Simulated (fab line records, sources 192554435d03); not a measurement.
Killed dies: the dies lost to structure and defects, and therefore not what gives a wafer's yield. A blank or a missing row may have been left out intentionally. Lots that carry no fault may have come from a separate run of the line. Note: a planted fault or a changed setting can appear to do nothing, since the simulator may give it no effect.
Code-filled problem report in 8D (eight disciplines) form + flow n5-finfet + the parts of the form that need people (team, actions taken, sign-off) are left out

== 1. THE ISSUE ==
At N5_BEOL_M15_ETCH_59, run-length-s averages 74.5 s over 3 wafers from 3 lots, while fault-free wafers read 91.2 s, standard deviation 0.48. That puts it -35 standard deviations away from the usual mean.
The step: etches BARC in N2/H2, target depth 89 nm, overetch 26.7 nm, time 67.9 s.
The first sign was on wafer L527.2 at day 14 00:34, on rie-diel-03. At this step, 28 wafers from 10 lots have a number in the record. By rule, "out" or "out of limits" means more than 4 standard deviations away from the usual mean. The rest of the wafers with a number are treated as sound.

== 2. WHAT IT IS; WHAT IT IS NOT ==
| question                    | is                     | is not                                                                                                        |
|-----------------------------|------------------------|---------------------------------------------------------------------------------------------------------------|
| which readings at this step | run-length-s           | drypump-motor-current-A, showerhead-plenum-p-Torr, throttle-valve-pct                                         |
| which lots                  | L527, L529, L530       | L519, L532, L533, L534, L536, L537, L540                                                                      |
| which wafers of those lots  | L527.2, L529.2, L530.6 | L527.5, L529.1, L529.5, L530.4                                                                                |
| read on which tools         | rie-diel-03            | rie-diel-02, rie-diel-04                                                                                      |
| when                        | from day 14 00:34      | up to then (4 sound wafers); but 21 sound wafers of L529, L530, L532, L533, L534, L536, L537, L540 came after |

== 3. THE SUSPECTS, EACH WITH WHAT RULES IT OUT ==
Counting: any tool at a process step up to the reading remains a suspect provided it ran every lot that is out. Sound lots after the first of them don't rule it out here, since some wafers of a struck lot are sound.
- rie-diel-03 at N5_BEOL_M15_DESCUM_15 (chemistry O2, time 7.9 s): kept. It ran every lot that is out, first L527 (day 14 00:32).
- rie-diel-03 at N5_BEOL_M15_ETCH_59 (etches BARC in N2/H2, target depth 89 nm, overetch 26.7 nm, time 67.9 s): kept. It ran every lot that is out, first L527 (day 14 00:34). On those wafers its own readings are out: run-length-s.
The count leaves rie-diel-03 at N5_BEOL_M15_ETCH_59 and rie-diel-03 at N5_BEOL_M15_DESCUM_15.

== 4. THE CAUSE (what the simulator had put in) ==
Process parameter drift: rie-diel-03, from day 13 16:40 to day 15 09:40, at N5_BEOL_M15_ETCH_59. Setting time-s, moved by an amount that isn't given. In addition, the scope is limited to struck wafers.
Counting leaves 2 suspects; this tool is one of them.

== 5. THE EFFECT CHAIN, in route order ==
One row per reading whose mean, taken over the struck wafers that have a number, lies over 3 standard deviations from the usual. Readings are gone through only where the record gives a usual standard deviation; hours: the median, over the lots, of the time from a lot's start at the first step in this table giving one to that lot's start at this step; sigmas: the change measured in usual standard deviations.
| hours | step                | reading      | usual  | on struck wafers | change | sigmas |
|-------|---------------------|--------------|--------|------------------|--------|--------|
| 0     | N5_BEOL_M15_ETCH_59 | run-length-s | 91.2 s | 74.5             | -16.7  | -35    |
Here are the process steps it includes:
- N5_BEOL_M15_ETCH_59: etches BARC in N2/H2, target depth 89 nm, overetch 26.7 nm, time 67.9 s.
Readings that are blank on the struck wafers while sound wafers have them: rf-fwd-power-W at N5_BEOL_M15_ETCH_59.

== 6. HOW IT WOULD HAVE BEEN CAUGHT EARLIER ==
First out-of-limits reading in this record: day 14 00:34, which is 8 hours after fault onset at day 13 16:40.
